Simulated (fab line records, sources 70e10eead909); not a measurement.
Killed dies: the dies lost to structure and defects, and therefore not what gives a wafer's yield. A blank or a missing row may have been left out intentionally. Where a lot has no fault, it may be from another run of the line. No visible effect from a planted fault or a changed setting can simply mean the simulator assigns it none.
fab line records | flow nandHarc | part 1 of 2: steps 1 to 24 of 33
[record] lots = 5 wafers = 15 lastDay = 31
route steps=1302 shown A_CONTACT@1021
lots untouched by any fault: they come from a run of this same line in which no faults occurred
startH: hours from the record's first day to the start of the lot's first wafer shown | waitH: hours since the lot's step before | " same as the row above | L1.1+2: a row that stands for several wafers | - no value present, or no start provided | * or withheld: withheld | < > ~ a bound
route shown NAME@n: a module of which the file shows steps, and the number in the route of the first | usual: mean/standard deviation taken from wafers without a fault | same: alike in all rows | chamber/n: place in a boat | sites: the reading at each site | _std_site: how widely they spread, as a standard deviation | _edge_site: outer sites' mean less inner sites' | radiusMm: for every site, how far away it sits from the centre of the wafer | mask NAME#n: copy n | behind: the tool/chamber that last shaped the wafer | hold: reason for holding the lot/hours on hold/outcome of the hold | device: transistor that didn't switch, given as n, p or np | end of line: the route-end tests of the same wafers | for a step that has no rows: nothing shown but its recipe | killed: the dies lost at the first sort to structure and to defects; this is not the yield of the wafer | map: per-die view of a wafer (x killed, . not killed, _ where there is no die)
set.NAME: the setting the step ran with; set.NAME@STEP: the setting that earlier step ran with | model.NAME: the simulator's own value behind a step, which no gauge read
lots seen at some steps along the route; tables by step, rows by wafer
services: the hour from which a tool's chamber was out of use, counted from the record's first day as startH (under 0 if before that day), plus the number of hours and why
[[steps]]
[step NHARC_A_CONTACT_STRIP_99]
[recipe] n2FlowSccm = 150 h2FlowSccm = 150 arFlowSccm = 0 biasW = 0 chemistry = N2/H2
// columns lot.wafer tool chamber startH waitH
L078.1+3+5 rieDiel-05 0,1,1 534.82 0.1
L081.3+1+6 rieDiel-05 1,2,2 584.25 0.1
L089.4+2+1 rieDiel-05 3,0,1 635.39 0.1
L092.1+2+4 rieDiel-13 2,0,1 672.64 0.1
L094.1+3+5 rieDiel-13 2,0,3 689.38 0.1
[step NHARC_A_CONTACT_STRIP_100]
[recipe] cf4FlowSccm = 100 chf3FlowSccm = 30 arFlowSccm = 0 biasW = 0 chemistry = CF4/CHF3
// columns lot.wafer tool chamber startH waitH
L078.1+3+5 rieDiel-05 1,0,0 534.98 0.1
L081.3+1+6 rieDiel-05 0,1,0 584.35 0.1
L089.4+2+1 rieDiel-05 3,1,2 635.48 0.1
L092.2+4+1 rieDiel-13 0,1,3 672.74 0.1
L094.3+1+5 rieDiel-13 1,3,1 689.48 0.1
[step NHARC_A_CONTACT_STRIP_101]
[recipe] o2FlowSccm = 400 cosFlowSccm = 20 arFlowSccm = 0 biasW = 0 chemistry = O2/COS
// columns lot.wafer tool chamber startH waitH
L078.1+3+5 rieDiel-05 0,0,1 535.06 0.1
L081.3+1+6 rieDiel-05 3,2,3 584.41 0.1
L089.4+1+2 rieDiel-05 3,1,2 635.54 0.1
L092.2+4+1 rieDiel-13 2,3,0 672.80 0.1
L094.1+3+5 rieDiel-13 0,1,0 689.54 0.1
[step NHARC_A_CONTACT_ETCH_102]
[recipe] targetDepthA = 1000 overetchA = 100 timeS = 55 ionEnergyEv = 100 cf4FlowSccm = 80 o2FlowSccm = 20 arFlowSccm = 0 rfW = 300 biasW = 100 chemistry = CF4/O2
[usual] drypumpMotorCurrentA = 5.6/0.36 oesProductAu = 1.002/0.014 rfVppV = 198.2/1.7 showerheadPlenumPTorr = 1.35/0.076 throttleValvePct = 13.397/0.0091
// columns lot.wafer tool chamber startH waitH drypumpMotorCurrentA oesProductAu rfHoursCounterH rfVppV showerheadPlenumPTorr throttleValvePct
L078.1 rieDiel-05 0 535.15 0.1 6.0 1.003 23 199.9 1.44 13.388
L078.3 " 0 " " 6.0 0.996 - 200.3 1.44 13.390
L078.5 " 0 " " 6.0 1.003 - 199.2 1.44 13.390
L081.1 rieDiel-13 0 584.47 0.0 5.6 1.015 19 198.6 1.32 13.400
L081.3 " 1 " " 5.9 0.985 19 196.2 1.25 13.401
L081.6 " 1 " " 5.8 0.981 - 195.5 1.25 13.398
L089.4 rieDiel-05 3 635.61 0.1 5.4 0.992 8 197.2 1.30 13.389
L089.2 " 0 " " 6.0 0.991 8 199.5 1.44 13.399
L089.1 " 1 " " 6.2 0.994 7 199.0 1.44 13.417
L092.1 rieDiel-13 0 672.86 0.1 5.6 0.990 55 197.8 1.31 13.386
L092.4 " 1 " " 5.8 0.981 54 195.0 1.24 13.393
L092.2 " 3 " " 5.2 1.005 51 198.9 1.40 13.400
L094.1 rieDiel-13 1 689.60 0.1 5.8 0.979 58 195.7 1.24 13.394
L094.3 " 2 " " 5.2 1.016 57 198.2 1.36 13.385
L094.5 " 0 " " 5.6 1.009 - 198.0 1.31 13.399
[step NHARC_A_CONTACT_STRIP_55]
[recipe] o2FlowSccm = 500 arFlowSccm = 0 biasW = 0 chemistry = O2
[usual] drypumpMotorCurrentA = 5.7/0.37 oesProductAu = 1.001/0.014 rfVppV = 57.9/0.94 showerheadPlenumPTorr = 3.58/0.19 throttleValvePct = 17.036/0.01
// columns lot.wafer tool chamber startH waitH drypumpMotorCurrentA oesProductAu rfHoursCounterH rfVppV showerheadPlenumPTorr throttleValvePct
L078.1 rieDiel-05 0 535.25 0.1 6.0 1.004 23 57.6 3.79 17.044
L078.3 " 0 " " 6.0 0.991 - 58.0 3.79 17.031
L078.5 " 1 " " 6.2 0.998 - 58.4 3.79 17.026
L081.1 rieDiel-13 3 - - 5.2 1.010 22 58.0 3.70 17.046
L081.3 " 1 " " 5.8 0.979 19 57.2 3.31 17.038
L081.6 " 0 " " 5.6 1.012 - 58.5 3.49 17.041
L089.2 rieDiel-05 3 - - 5.4 0.997 8 56.6 3.44 17.031
L089.1 " 0 " " 6.0 0.993 8 58.6 3.79 17.031
L089.4 " 2 " " 5.2 0.991 8 57.6 3.30 17.031
L092.4 rieDiel-13 2 - - 5.2 1.010 53 58.0 3.60 17.038
L092.1 " 3 " " 5.2 1.012 51 58.8 3.68 17.050
L092.2 " 0 " " 5.6 1.008 55 58.2 3.47 17.042
L094.3 rieDiel-13 2 - - 5.2 1.030 57 56.7 3.60 17.037
L094.1 " 0 " " 5.6 1.017 59 57.3 3.47 17.041
L094.5 " 2 " " 5.2 1.028 - 57.4 3.60 17.023
[step NHARC_A_CONTACT_STRIP_56]
[recipe] timeS = 600 tempC = 30 chemistry = postEtchResidueRemover
// columns lot.wafer tool chamber startH waitH
L078.1+3+5 wetBench-01 2,3,4 535.77 0.5
L081.1+6+3 wetBench-02 6,7,1 584.87 -
L089.2+4+1 wetBench-02 4,5,6 636.01 -
L092.1+2+4 wetBench-09 7,0,2 673.25 -
L094.1+5+3 wetBench-02 4,7,0 690.00 -
[step NHARC_A_CONTACT_DEP_57]
[recipe] targetThkA = 53000 tempC = 400 material = aC
[usual] throttleValvePct = 35.000/0.0088
// columns lot.wafer tool chamber startH waitH throttleValvePct
L078.1 aclDep-01 0 536.32 - 34.999
L078.3 " 0 537.38 - 35.006
L078.5 " 0 538.44 - 35.005
L081.1 aclDep-03 0 585.27 - 34.988
L081.3 " 0 586.35 - 35.004
L081.6 " 0 587.98 - 34.998
L089.1 aclDep-02 0 636.27 - 35.005
L089.2 " 0 " " 34.989
L089.4 " 0 637.88 - 34.991
L092.1 aclDep-01 0 675.12 - 34.993
L092.2 " 0 " " 34.989
L092.4 " 0 676.73 - 35.006
L094.1 aclDep-03 0 690.26 - 35.004
L094.3 " 0 691.31 - 35.006
L094.5 " 0 692.37 - 34.992
[step NHARC_A_CONTACT_DEP_58]
[recipe] targetThkA = 900 targetThkNm = 90 tempC = 400 pressureTorr = 3.5 flowSccm = 200 rfW = 350 material = SiON
[usual] heaterPowerW = 750/130
// columns lot.wafer tool chamber startH waitH heaterPowerW
L078.1 pecvd-03 1 539.52 2.7 834
L078.3 " 2 " " 657
L078.5 " 1 " " 867
L081.1 pecvd-02 0 588.57 2.8 975
L081.3 " 1 " " 686
L081.6 " 2 " " 791
L089.2 pecvd-01 1 639.54 2.2 1014
L089.1 " 2 " " 859
L089.4 " 1 " " 1018
L092.2 pecvd-02 2 678.37 2.2 739
L092.1 " 1 " " 626
L092.4 " 1 " " 631
L094.1 pecvd-02 2 693.52 2.7 701
L094.3 " 2 " " 713
L094.5 " 2 " " 687
[step NHARC_A_CONTACT_DEHYDRATE_59]
[recipe] tempC = 150 timeS = 120
[usual] heaterPowerTotalW = 182.7/1.3
// columns lot.wafer tool chamber startH waitH heaterPowerTotalW
L078.1 lithoTrack-01 0 539.79 0.2 182.3
L078.3 " 0 " " 182.3
L078.5 " 0 " " 182.7
L081.1 lithoTrack-01 0 588.84 0.2 183.8
L081.3 " 0 " " 183.8
L081.6 " 0 " " 180.9
L089.1 lithoTrack-04 0 639.78 0.2 184.0
L089.2 " 0 " " 181.2
L089.4 " 0 " " 181.4
L092.1 lithoTrack-04 0 678.72 0.3 184.5
L092.2 " 0 " " 184.6
L092.4 " 0 " " 180.9
L094.1 lithoTrack-04 0 693.83 0.3 182.7
L094.3 " 0 " " 181.2
L094.5 " 0 " " 181.1
[step NHARC_A_CONTACT_HMDS_60]
[recipe] timeS = 30
// columns lot.wafer tool chamber startH waitH
L078.1+3+5 lithoTrack-01 0 - -
L081.1+3+6 lithoTrack-01 0 - -
L089.1+2+4 lithoTrack-04 0 - -
L092.1+2+4 lithoTrack-04 0 - -
L094.1+3+5 lithoTrack-04 0 - -
[step NHARC_A_CONTACT_COAT_61]
[recipe] tempC = 260 timeS = 75
[usual] heaterPowerTotalW = 486.7/1.7
// columns lot.wafer tool chamber startH waitH heaterPowerTotalW
L078.1 lithoTrack-01 0 - - 484.6
L078.3 " 0 " " 487.8
L078.5 " 0 " " 484.8
L081.1 lithoTrack-01 0 - - 489.3
L081.3 " 0 " " 487.9
L081.6 " 0 " " 489.4
L089.1 lithoTrack-04 0 - - 484.7
L089.2 " 0 " " 484.9
L089.4 " 0 " " 489.3
L092.1 lithoTrack-04 0 - - 487.3
L092.2 " 0 " " 485.3
L092.4 " 0 " " 488.6
L094.1 lithoTrack-04 0 - - 484.7
L094.3 " 0 " " 488.7
L094.5 " 0 " " 489.5
[step NHARC_A_CONTACT_COAT_62]
[recipe] tempC = 225 timeS = 65
[usual] heaterPowerTotalW = 446.9/2
// columns lot.wafer tool chamber startH waitH heaterPowerTotalW
L078.1 lithoTrack-01 0 - - 446.6
L078.3 " 0 " " 444.5
L078.5 " 0 " " 444.8
L081.1 lithoTrack-01 0 - - 446.2
L081.3 " 0 " " 444.0
L081.6 " 0 " " 444.4
L089.1 lithoTrack-04 0 - - 446.2
L089.2 " 0 " " 447.0
L089.4 " 0 " " 445.9
L092.1 lithoTrack-04 0 - - 444.5
L092.2 " 0 " " 447.0
L092.4 " 0 " " 444.1
L094.1 lithoTrack-04 0 - - 447.2
L094.3 " 0 " " 449.5
L094.5 " 0 " " 446.3
[step NHARC_A_CONTACT_COAT_63]
[recipe] spinRpm = 1500 resistThkNm = 90
// columns lot.wafer tool chamber startH waitH
L078.1+3+5 lithoTrack-01 0 - -
L081.1+3+6 lithoTrack-01 0 - -
L089.1+2+4 lithoTrack-04 0 - -
L092.1+2+4 lithoTrack-04 0 - -
L094.1+3+5 lithoTrack-04 0 - -
[step NHARC_A_CONTACT_SOFTBAKE_64]
[recipe] tempC = 105 timeS = 55
[usual] heaterPowerTotalW = 188.45/0.15
// columns lot.wafer tool chamber startH waitH heaterPowerTotalW
L078.1 lithoTrack-01 0 - - 188.71
L078.3 " 0 " " 188.34
L078.5 " 0 " " 188.52
L081.1 lithoTrack-01 0 - - 188.32
L081.3 " 0 " " 188.51
L081.6 " 0 " " 188.34
L089.1 lithoTrack-04 0 - - 188.59
L089.2 " 0 " " 188.30
L089.4 " 0 " " 188.68
L092.1 lithoTrack-04 0 - - 188.36
L092.2 " 0 " " 188.55
L092.4 " 0 " " 188.55
L094.1 lithoTrack-04 0 - - 188.30
L094.3 " 0 " " 188.36
L094.5 " 0 " " 188.72
[step NHARC_A_CONTACT_EBR_65]
// columns lot.wafer tool chamber startH waitH
L078.1+3+5 lithoTrack-01 0 - -
L081.1+3+6 lithoTrack-01 0 - -
L089.1+2+4 lithoTrack-04 0 - -
L092.1+2+4 lithoTrack-04 0 - -
L094.1+3+5 lithoTrack-04 0 - -
[step NHARC_A_CONTACT_EXPOSE_66]
[recipe] na = 1.35 sigmaOuter = 0.8 doseMj = 59.02 maskId = A_CC_2
// columns lot.wafer tool chamber startH waitH mask
L078.1+3+5 arfiScanner-01 0 540.10 - A_CC_2#0
L081.1+3+6 arfiScanner-01 0 589.15 - A_CC_2#0
L089.1+2+4 arfiScanner-01 0 639.97 - A_CC_2#0
L092.1+2+4 arfiScanner-02 0 679.04 - A_CC_2#0
L094.1+3+5 arfiScanner-01 0 694.14 - A_CC_2#0
[step NHARC_A_CONTACT_PEB_67]
[recipe] pebTempC = 100 pebTimeS = 65
[usual] heaterPowerTotalW = 156.6/0.44
// columns lot.wafer tool chamber startH waitH heaterPowerTotalW
L078.1 lithoTrack-04 0 540.16 0.1 156.0
L078.3 " 0 " " 156.9
L078.5 " 0 " " 156.9
L081.1 lithoTrack-04 0 589.21 0.1 157.1
L081.3 " 0 " " 157.0
L081.6 " 0 " " 156.2
L089.1 lithoTrack-01 0 640.03 0.1 156.9
L089.2 " 0 " " 157.0
L089.4 " 0 " " 156.6
L092.1 lithoTrack-06 0 679.10 0.1 157.0
L092.2 " 0 " " 156.1
L092.4 " 0 " " 156.7
L094.1 lithoTrack-01 0 694.20 0.1 155.9
L094.3 " 0 " " 156.9
L094.5 " 0 " " 155.9
[step NHARC_A_CONTACT_DEVELOP_68]
[recipe] developTimeS = 35 devTempC = 23
// columns lot.wafer tool chamber startH waitH
L078.1+3+5 lithoTrack-04 0 - -
L081.1+3+6 lithoTrack-04 0 - -
L089.1+2+4 lithoTrack-01 0 - -
L092.1+2+4 lithoTrack-06 0 - -
L094.1+3+5 lithoTrack-01 0 - -
[step NHARC_A_CONTACT_CD_MEAS_69]
[recipe] targetCdNm = 300 landingEnergyEv = 500
[usual] cdNm = 300.3/0.8
// columns lot.wafer tool chamber startH waitH cdNm
L078.1 cdSem-01 0 540.24 - 300.4
L078.3 " 0 " " 300.6
L078.5 " 0 " " 300.9
L081.1 cdSem-01 0 589.29 - 300.0
L081.3 " 0 " " 300.9
L081.6 " 0 " " 301.1
L089.1 cdSem-03 0 640.10 - 300.7
L089.2 " 0 " " 299.3
L089.4 " 0 " " 298.2
L092.1 cdSem-03 0 679.18 - 301.1
L092.2 " 0 " " 300.1
L092.4 " 0 " " 301.0
L094.1 cdSem-01 0 694.27 - 299.6
L094.3 " 0 " " 299.4
L094.5 " 0 " " 300.7
[step NHARC_A_CONTACT_OVL_MEAS_70]
[usual] overlayXNm = 0.1/0.77 overlayYNm = 0.1/0.79
// columns lot.wafer tool chamber startH waitH overlayXNm overlayYNm
L078.1 overlay-01 - 540.33 - -0.7 1.7
L078.3 " - " " 0.0 1.0
L078.5 " - " " -0.2 1.1
L081.1 overlay-01 - 589.37 - -0.8 -0.1
L081.3 " - " " -0.2 -0.3
L081.6 " - " " -0.7 -0.3
L089.1 overlay-02 - 640.19 - -0.1 -1.2
L089.2 " - " " 0.5 -0.3
L089.4 " - " " 0.9 -0.7
L092.1 overlay-02 - 679.26 - -0.1 -1.6
L092.2 " - " " 0.0 -1.6
L092.4 " - " " 0.0 -1.8
L094.1 overlay-01 - 694.36 - 1.4 -0.3
L094.3 " - " " 1.6 -0.2
L094.5 " - " " 1.4 -0.5
[step NHARC_A_CONTACT_INSPECT_71]
[usual] rawDefectCount = 82/34
// columns lot.wafer tool chamber startH waitH rawDefectCount
L078.1 defectInspect-01 - 540.37 0.0 97
L078.3 " - " " 114
L078.5 " - " " 117
L081.1 defectInspect-02 - 589.41 0.0 66
L081.3 " - " " 71
L081.6 " - " " 59
L089.1 defectInspect-01 - 640.23 0.0 92
L089.2 " - " " 87
L089.4 " - " " 113
L092.1 defectInspect-01 - 679.30 0.0 121
L092.2 " - " " 140
L092.4 " - " " 142
L094.1 defectInspect-02 - 694.40 0.0 23
L094.3 " - " " 47
L094.5 " - " " 30
[step NHARC_A_CONTACT_DESCUM_74]
[recipe] timeS = 3 o2FlowSccm = 200 arFlowSccm = 0 biasPowerW = 0 chemistry = O2
[usual] drypumpMotorCurrentA = 5.6/0.38 oesProductAu = 1.003/0.012 rfVppV = 57.8/0.92 showerheadPlenumPTorr = 1.94/0.11 throttleValvePct = 11.311/0.009
// columns lot.wafer tool chamber startH waitH drypumpMotorCurrentA oesProductAu rfHoursCounterH rfVppV showerheadPlenumPTorr throttleValvePct
L078.3 rieDiel-05 3 540.44 0.1 5.4 1.000 22 58.0 1.87 11.324
L078.1 " 0 " " 6.0 0.995 25 57.2 2.07 11.300
L078.5 " 3 " " 5.4 1.012 - 58.7 1.87 11.310
L081.3 rieDiel-04 2 589.50 0.1 5.6 1.000 14 60.2 2.07 11.318
L081.1 " 0 " " 5.7 1.041 11 58.7 2.01 11.311
L081.6 " 1 " " 5.5 0.994 - 57.0 1.87 11.318
L089.2 rieDiel-05 2 640.29 0.1 5.2 1.000 9 58.5 1.78 11.304
L089.1 " 3 " " 5.4 1.008 10 56.8 1.86 11.287
L089.4 " 0 " " 6.0 0.989 9 57.2 2.06 11.311
L092.2 rieDiel-05 0 679.39 0.1 6.0 1.004 15 58.2 2.06 11.323
L092.1 " 1 " " 6.2 1.005 14 58.2 2.06 11.306
L092.4 " 2 " " 5.1 0.993 15 57.5 1.78 11.300
L094.1 rieDiel-13 3 694.46 0.1 5.2 1.018 56 58.7 2.00 11.321
L094.3 " 1 " " 5.8 0.970 58 57.2 1.77 11.300
L094.5 " 3 " " 5.2 1.006 - 58.5 2.00 11.310
[step NHARC_A_CONTACT_ETCH_75]
[recipe] targetDepthA = 390 overEtchFrac = 0.3 timeS = 65 ionEnergyEv = 80 cf4FlowSccm = 150 arFlowSccm = 0 rfW = 300 biasW = 100 chemistry = CF4
[usual] drypumpMotorCurrentA = 5.6/0.38 oesProductAu = 1.002/0.013 rfVppV = 151.3/1.5 showerheadPlenumPTorr = 1.78/0.098 throttleValvePct = 13.283/0.0089
// columns lot.wafer tool chamber startH waitH drypumpMotorCurrentA oesProductAu rfHoursCounterH rfVppV showerheadPlenumPTorr throttleValvePct
L078.3 rieDiel-05 2 540.54 0.1 5.1 1.005 21 149.6 1.66 13.279
L078.1 " 3 " " 5.4 1.006 22 151.0 1.73 13.275
L078.5 " 1 " " 6.2 1.001 - 152.6 1.90 13.276
L081.1 rieDiel-04 1 589.58 0.1 5.4 0.987 14 150.5 1.73 13.272
L081.3 " 2 " " 5.6 0.996 14 153.9 1.90 13.280
L081.6 " 2 " " 5.6 1.005 - 153.1 1.90 13.270
L089.2 rieDiel-05 1 640.38 0.1 6.2 1.005 8 153.1 1.90 13.295
L089.1 " 3 " " 5.4 1.010 10 150.2 1.72 13.286
L089.4 " 0 " " 6.0 1.003 9 151.0 1.90 13.289
L092.1 rieDiel-05 2 679.46 0.1 5.2 1.003 15 151.0 1.65 13.291
L092.2 " 3 " " 5.4 1.003 17 150.9 1.72 13.275
L092.4 " 1 " " 6.2 0.997 14 150.7 1.90 13.290
L094.3 rieDiel-13 3 694.60 0.1 5.2 1.002 56 152.2 1.85 13.277
L094.1 " 0 " " 5.6 0.996 60 149.7 1.74 13.276
L094.5 " 0 " " 5.6 0.988 - 151.3 1.74 13.279
[step NHARC_A_CONTACT_ETCH_76]
[recipe] targetDepthA = 2600 overEtchFrac = 0.3 timeS = 475.3 ionEnergyEv = 200 n2FlowSccm = 150 h2FlowSccm = 150 arFlowSccm = 0 rfW = 400 biasW = 150 chemistry = N2/H2
[usual] drypumpMotorCurrentA = 5.6/0.38 oesProductAu = 1.003/0.014 rfVppV = 431/3.5 showerheadPlenumPTorr = 2.07/0.12 throttleValvePct = 14.171/0.0093
// columns lot.wafer tool chamber startH waitH drypumpMotorCurrentA oesProductAu rfHoursCounterH rfVppV showerheadPlenumPTorr throttleValvePct
L078.1 rieDiel-05 2 - - 5.2 1.018 22 427 1.90 14.186
L078.3 " 0 " " 6.0 1.004 25 435 2.21 14.173
L078.5 " 2 " " 5.2 1.005 - 427 1.90 14.180
L081.3 rieDiel-04 0 - - 5.7 1.018 11 432 2.15 14.183
L081.1 " 2 " " 5.6 0.985 14 435 2.21 14.164
L081.6 " 3 " " 6.2 0.993 - 428 1.92 14.172
L089.1 rieDiel-05 2 - - 5.2 0.994 9 426 1.89 14.175
L089.4 " 3 " " 5.4 0.999 10 430 1.98 14.176
L089.2 " 1 " " 6.2 0.998 8 435 2.20 14.182
L092.4 rieDiel-05 0 - - 6.0 0.996 15 436 2.20 14.168
L092.1 " 1 " " 6.2 1.010 14 435 2.20 14.173
L092.2 " 2 " " 5.1 0.999 15 426 1.89 14.163
L094.3 rieDiel-13 1 - - 5.9 0.979 58 426 1.88 14.186
L094.1 " 2 " " 5.2 1.013 58 432 2.09 14.176
L094.5 " 0 " " 5.6 0.996 - 430 2.00 14.171
